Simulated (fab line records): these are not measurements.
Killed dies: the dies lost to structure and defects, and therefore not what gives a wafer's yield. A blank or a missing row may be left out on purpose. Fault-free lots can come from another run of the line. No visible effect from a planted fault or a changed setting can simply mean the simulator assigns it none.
fab line records | flow n5-finfet | part 2 of 2: steps 23 to 31 of 31
record: lots: 5 | wafers: 15 | last-day: 16
route steps=1938 shown BEOL_M6@1262 BEOL_M7@1263
lots that met no fault: taken from a fault-free run of the same line
start-h: hours from the record's first day to the start of the lot's first wafer shown | wait-h: hours from the lot's prior step to this one | " the same as in the row above | L1.1+2: one row covering several wafers at once | - no value present, or no start provided | * or withheld: withheld | < > ~ a bound
route shown NAME@n: names a module that has steps shown in the file, with the first one's number in the route | usual: average and standard deviation across the fault-free wafers | same: alike in all rows | chamber/n: place in a boat | sites: per-site readings | _std_site: the standard deviation of these | _edge_site: the outer-site mean with the inner-site mean subtracted | radius-mm: for every site, how far away it sits from the centre of the wafer | mask NAME#n: copy n | behind: the last tool/chamber to shape the wafer | hold: the reason the lot was held/the length of the hold in hours/how it ended | device: names the non-switching transistor (n, p or np) | end of line: the same wafers' tests at the end of the route | a step given without rows: its recipe and nothing more | killed: not the wafer's yield, but the dies lost to structure and defects at the first sort | map: a wafer's dies, marking killed ones x, the rest . and places with no die _
set.NAME: the setting the step ran with; set.NAME@STEP: the setting that earlier step ran with | model.NAME: the simulator's own value behind a step, which no gauge read
lots at selected steps of the route; one table per step, one row per wafer
services: when a tool's chamber went out of use (start-h, in hours from the record's first day, below 0 if earlier), for how many hours, and the reason
== steps ==
step: N5_BEOL_M7_HM_OPEN_17
recipe: chemistry: Cl2/BCl3 | target-depth-a: 200 | overetch-a: 60 | target: TiN | mask-material: SOC | ion-energy-ev: 150 | pressure-mtorr: 10 | icp-w: 1000 | bias-w: 126 | Cl2_flow_sccm: 53.25 | bcl3-flow-sccm: 21.75 | Ar_flow_sccm: 25
usual: bcl3-flow-sccm: 21.76/0.064 | drypump-motor-current-A: 5.6/0.42 | oes-product-au: 0.66/0.073 | throttle-valve-pct: 22.26/0.18
lot.wafer | tool         | chamber | start-h | wait-h | bcl3-flow-sccm | drypump-motor-current-A | oes-product-au | rf-hours-counter-h | throttle-valve-pct
L074.4    | rie-metal-01 | 0       | 217.73  | 0.1    | 21.73          | 5.5                     | 0.61           | -                  | 22.10
L074.5    | "            | 0       | "       | "      | 21.74          | 5.5                     | 0.60           | -                  | 22.11
L074.6    | "            | 1       | "       | "      | 21.86          | 6.0                     | 0.63           | -                  | 22.44
L076.3    | rie-metal-03 | 1       | 221.52  | 0.1    | 21.78          | 5.6                     | 0.69           | -                  | 22.18
L076.4    | "            | 1       | "       | "      | 21.88          | 5.6                     | 0.68           | -                  | 22.19
L076.5    | "            | 1       | "       | "      | 21.76          | 5.6                     | 0.69           | -                  | 22.18
L079.1    | rie-metal-02 | 0       | 234.69  | 0.0    | 21.82          | 5.1                     | 0.65           | 45                 | 22.30
L079.2    | "            | 1       | "       | "      | 21.84          | 5.8                     | 0.83           | 1                  | 22.02
L079.4    | "            | 0       | "       | "      | 21.86          | 5.0                     | 0.64           | -                  | 22.26
L081.3    | rie-metal-01 | 1       | 247.92  | 0.1    | 21.67          | 6.0                     | 0.61           | -                  | 22.42
L081.4    | "            | 0       | "       | "      | 21.77          | 5.5                     | 0.60           | -                  | 22.12
L081.5    | "            | 0       | "       | "      | 21.71          | 5.5                     | 0.60           | -                  | 22.11
L087.1    | rie-metal-03 | 0       | 307.88  | 0.0    | 21.87          | 6.4                     | 0.66           | 45                 | 22.63
L087.3    | "            | 0       | "       | "      | 21.78          | 6.4                     | 0.66           | -                  | 22.65
L087.4    | "            | 1       | "       | "      | 21.79          | 5.5                     | 0.67           | -                  | 22.21
step: N5_BEOL_M7_STRIP_19
recipe: chemistry: O2 | power-w: 400 | temp-c: 40 | pressure-mtorr: 30 | rf-frequency-hz: 6e+07 | bias-power-w: 0 | overash-fraction: 0.2 | o2-flow-sccm: 225
usual: drypump-motor-current-A: 5.6/0.42 | oes-product-au: 0.80/0.086 | rf-vpp-V: 3.7/0.55 | showerhead-plenum-p-Torr: 2.14/0.052 | temp-c: 40.00/0.098 | throttle-valve-pct: 16.55/0.23
lot.wafer | tool        | chamber | start-h | wait-h | drypump-motor-current-A | oes-product-au | rf-hours-counter-h | rf-vpp-V | showerhead-plenum-p-Torr | temp-c | throttle-valve-pct
L074.4    | rie-diel-01 | 2       | 217.81  | 0.1    | 4.9                     | 0.70           | 241                | 2.7      | 1.96                     | 40.05  | 16.90
L074.5    | "           | 3       | "       | "      | 5.1                     | 0.92           | -                  | 3.7      | 2.24                     | 40.01  | 16.53
L074.6    | "           | 2       | "       | "      | 4.9                     | 0.69           | -                  | 4.0      | 1.96                     | 39.94  | 16.90
L076.3    | rie-diel-06 | 0       | 221.66  | 0.1    | 5.0                     | 0.73           | 181                | 3.6      | 2.16                     | 39.85  | 16.59
L076.4    | "           | 1       | "       | "      | 5.6                     | 0.86           | 56                 | 2.7      | 2.19                     | 40.06  | 16.31
L076.5    | "           | 1       | "       | "      | 5.7                     | 0.85           | -                  | 2.9      | 2.19                     | 39.94  | 16.30
L079.1    | rie-diel-01 | 1       | 234.83  | 0.1    | 6.1                     | 0.72           | 194                | 3.8      | 2.09                     | 40.07  | 16.93
L079.2    | "           | 2       | "       | "      | 4.9                     | 0.69           | 246                | 2.8      | 1.96                     | 40.08  | 16.89
L079.4    | "           | 3       | "       | "      | 5.1                     | 0.90           | 37                 | 3.7      | 2.24                     | 40.09  | 16.54
L081.3    | rie-diel-05 | 3       | 248.00  | 0.1    | 5.8                     | 0.70           | 233                | 3.0      | 2.15                     | 40.05  | 16.52
L081.4    | "           | 0       | "       | "      | 6.0                     | 0.87           | 50                 | 4.0      | 2.13                     | 40.16  | 16.37
L081.5    | "           | 2       | "       | "      | 5.2                     | 0.89           | -                  | 3.7      | 2.14                     | 40.05  | 16.35
L087.1    | rie-diel-05 | 1       | 308.03  | 0.1    | 5.5                     | 0.73           | 188                | 4.2      | 2.18                     | 39.83  | 16.79
L087.3    | "           | 0       | "       | "      | 6.0                     | 0.84           | 68                 | 3.1      | 2.13                     | 39.81  | 16.40
L087.4    | "           | 1       | "       | "      | 5.5                     | 0.72           | -                  | 3.5      | 2.18                     | 39.94  | 16.80
step: N5_BEOL_M7_CD_MEAS_18
recipe: pitch-nm: 80 | target-cd-nm: 40
usual: cd-nm: 39.6/0.6
lot.wafer | tool      | chamber | start-h | wait-h | cd-nm
L074.4    | cd-sem-02 | -       | 217.88  | 0.1    | 39.3
L074.5    | "         | -       | "       | "      | 39.4
L074.6    | "         | -       | "       | "      | 39.2
L076.3    | cd-sem-01 | -       | 221.74  | 0.1    | 39.2
L076.4    | "         | -       | "       | "      | 38.8
L076.5    | "         | -       | "       | "      | 39.7
L079.1    | cd-sem-03 | -       | 234.90  | 0.0    | 39.3
L079.2    | "         | -       | "       | "      | 39.2
L079.4    | "         | -       | "       | "      | 39.4
L081.3    | cd-sem-03 | -       | 248.07  | 0.1    | 38.5
L081.4    | "         | -       | "       | "      | 40.1
L081.5    | "         | -       | "       | "      | 40.1
L087.1    | cd-sem-03 | -       | 308.10  | 0.1    | 39.7
L087.3    | "         | -       | "       | "      | 40.7
L087.4    | "         | -       | "       | "      | 39.9
step: N5_BEOL_M7_COAT_63
recipe: resist: SOC | temp-c: 250 | time-s: 60 | spin-rpm: 1500 | resist-thk-nm: 60
usual: plate-temp-C: 249.96/0.19
lot.wafer | tool           | chamber | start-h | wait-h | plate-temp-C
L074.4    | litho-track-01 | 0       | 219.17  | 1.3    | 250.06
L074.5    | "              | 0       | "       | "      | 250.23
L074.6    | "              | 0       | "       | "      | 249.95
L076.3    | litho-track-03 | 0       | 222.43  | 0.7    | 250.05
L076.4    | "              | 0       | "       | "      | 250.13
L076.5    | "              | 0       | "       | "      | 250.00
L079.1    | litho-track-01 | 0       | 236.37  | 1.5    | 250.00
L079.2    | "              | 0       | "       | "      | 250.01
L079.4    | "              | 0       | "       | "      | 249.82
L081.3    | litho-track-01 | 0       | 248.23  | 0.2    | 250.21
L081.4    | "              | 0       | "       | "      | 250.03
L081.5    | "              | 0       | "       | "      | 250.08
L087.1    | litho-track-03 | 0       | 308.16  | 0.1    | 250.15
L087.3    | "              | 0       | "       | "      | 250.16
L087.4    | "              | 0       | "       | "      | 249.98
step: N5_BEOL_M7_COAT_64
recipe: resist: SiARC | temp-c: 220 | time-s: 60 | spin-rpm: 1500 | resist-thk-nm: 12
usual: plate-temp-C: 220.00/0.17
lot.wafer | tool           | chamber | start-h | wait-h | plate-temp-C
L074.4    | litho-track-01 | 0       | -       | -      | 219.91
L074.5    | "              | 0       | "       | "      | 220.22
L074.6    | "              | 0       | "       | "      | 220.01
L076.3    | litho-track-03 | 0       | -       | -      | 220.23
L076.4    | "              | 0       | "       | "      | 220.09
L076.5    | "              | 0       | "       | "      | 220.04
L079.1    | litho-track-01 | 0       | -       | -      | 219.88
L079.2    | "              | 0       | "       | "      | 219.62
L079.4    | "              | 0       | "       | "      | 219.87
L081.3    | litho-track-01 | 0       | -       | -      | 219.67
L081.4    | "              | 0       | "       | "      | 220.01
L081.5    | "              | 0       | "       | "      | 220.05
L087.1    | litho-track-03 | 0       | -       | -      | 219.82
L087.3    | "              | 0       | "       | "      | 220.25
L087.4    | "              | 0       | "       | "      | 220.06
step: N5_BEOL_M7_COAT_71
recipe: resist: underlayer | temp-c: 205 | time-s: 60 | spin-rpm: 1500 | resist-thk-nm: 5
usual: plate-temp-C: 204.97/0.17
lot.wafer | tool           | chamber | start-h | wait-h | plate-temp-C
L074.4    | litho-track-01 | 0       | -       | -      | 205.08
L074.5    | "              | 0       | "       | "      | 205.21
L074.6    | "              | 0       | "       | "      | 205.04
L076.3    | litho-track-03 | 0       | -       | -      | 205.17
L076.4    | "              | 0       | "       | "      | 204.92
L076.5    | "              | 0       | "       | "      | 204.99
L079.1    | litho-track-01 | 0       | -       | -      | 204.78
L079.2    | "              | 0       | "       | "      | 204.86
L079.4    | "              | 0       | "       | "      | 204.85
L081.3    | litho-track-01 | 0       | -       | -      | 204.63
L081.4    | "              | 0       | "       | "      | 204.82
L081.5    | "              | 0       | "       | "      | 204.99
L087.1    | litho-track-03 | 0       | -       | -      | 205.08
L087.3    | "              | 0       | "       | "      | 204.83
L087.4    | "              | 0       | "       | "      | 205.00
step: N5_BEOL_M7_COAT_22
recipe: resist: CAR-EUV | spin-rpm: 1500 | resist-thk-nm: 30
lot.wafer  | tool           | chamber | start-h | wait-h
L074.4+5+6 | litho-track-01 | 0       | -       | -
L076.3+4+5 | litho-track-03 | 0       | -       | -
L079.1+2+4 | litho-track-01 | 0       | -       | -
L081.3+4+5 | litho-track-01 | 0       | -       | -
L087.1+3+4 | litho-track-03 | 0       | -       | -
step: N5_BEOL_M7_EBR_24
recipe: solvent: PGMEA | ebr-width-mm: 1.5
lot.wafer  | tool           | chamber | start-h | wait-h
L074.4+5+6 | litho-track-01 | 0       | -       | -
L076.3+4+5 | litho-track-03 | 0       | -       | -
L079.1+2+4 | litho-track-01 | 0       | -       | -
L081.3+4+5 | litho-track-01 | 0       | -       | -
L087.1+3+4 | litho-track-03 | 0       | -       | -
step: N5_BEOL_M7_SOFTBAKE_23
recipe: temp-c: 110 | time-s: 60 | resist: CAR-EUV
usual: plate-temp-C: 109.96/0.1
lot.wafer | tool           | chamber | start-h | wait-h | plate-temp-C
L074.4    | litho-track-01 | 0       | -       | -      | 109.91
L074.5    | "              | 0       | "       | "      | 109.96
L074.6    | "              | 0       | "       | "      | 109.93
L076.3    | litho-track-03 | 0       | -       | -      | 109.74
L076.4    | "              | 0       | "       | "      | 109.95
L076.5    | "              | 0       | "       | "      | 109.80
L079.1    | litho-track-01 | 0       | -       | -      | 109.98
L079.2    | "              | 0       | "       | "      | 110.11
L079.4    | "              | 0       | "       | "      | 109.89
L081.3    | litho-track-01 | 0       | -       | -      | 109.90
L081.4    | "              | 0       | "       | "      | 109.99
L081.5    | "              | 0       | "       | "      | 110.05
L087.1    | litho-track-03 | 0       | -       | -      | 109.84
L087.3    | "              | 0       | "       | "      | 109.92
L087.4    | "              | 0       | "       | "      | 109.86
== services ==
tool            | chamber | start-h | hours | kind
arfi-scanner-03 | -       | 191.87  | 1.3   | pm
arfi-scanner-01 | -       | 194.94  | 1.3   | pm
uv-cure-01      | -       | 197.17  | 1.0   | pm
arfi-scanner-02 | -       | 197.52  | 1.3   | pm
uv-cure-01      | -       | 201.62  | 2.9   | repair
rie-diel-06     | 2       | 202.14  | 2.7   | repair
uv-cure-02      | -       | 209.60  | 3.4   | pm
rie-diel-06     | 1       | 212.35  | 3.7   | repair
rie-metal-03    | 0       | 218.17  | 6.3   | repair
pecvd-04        | -       | 222.09  | 0.9   | repair
rie-diel-06     | -       | 223.62  | 2.8   | pm
pecvd-01        | 2       | 226.64  | 4.0   | repair
pvd-sputter-02  | -       | 227.10  | 2.2   | repair
pecvd-04        | 0       | 230.02  | 4.0   | repair
uv-cure-01      | -       | 231.89  | 0.6   | repair
uv-cure-03      | -       | 232.91  | 19.3  | repair
arfi-scanner-02 | -       | 245.25  | 1.0   | pm
arfi-scanner-02 | -       | 251.12  | 1.6   | repair
rie-metal-03    | -       | 265.56  | 2.8   | pm
rie-metal-01    | -       | 285.94  | 2.8   | pm
pecvd-01        | 2       | 295.85  | 6.1   | repair
arfi-scanner-01 | -       | 298.05  | 1.0   | pm
arfi-scanner-03 | -       | 300.77  | 1.0   | pm
rie-diel-01     | -       | 301.89  | 2.8   | pm
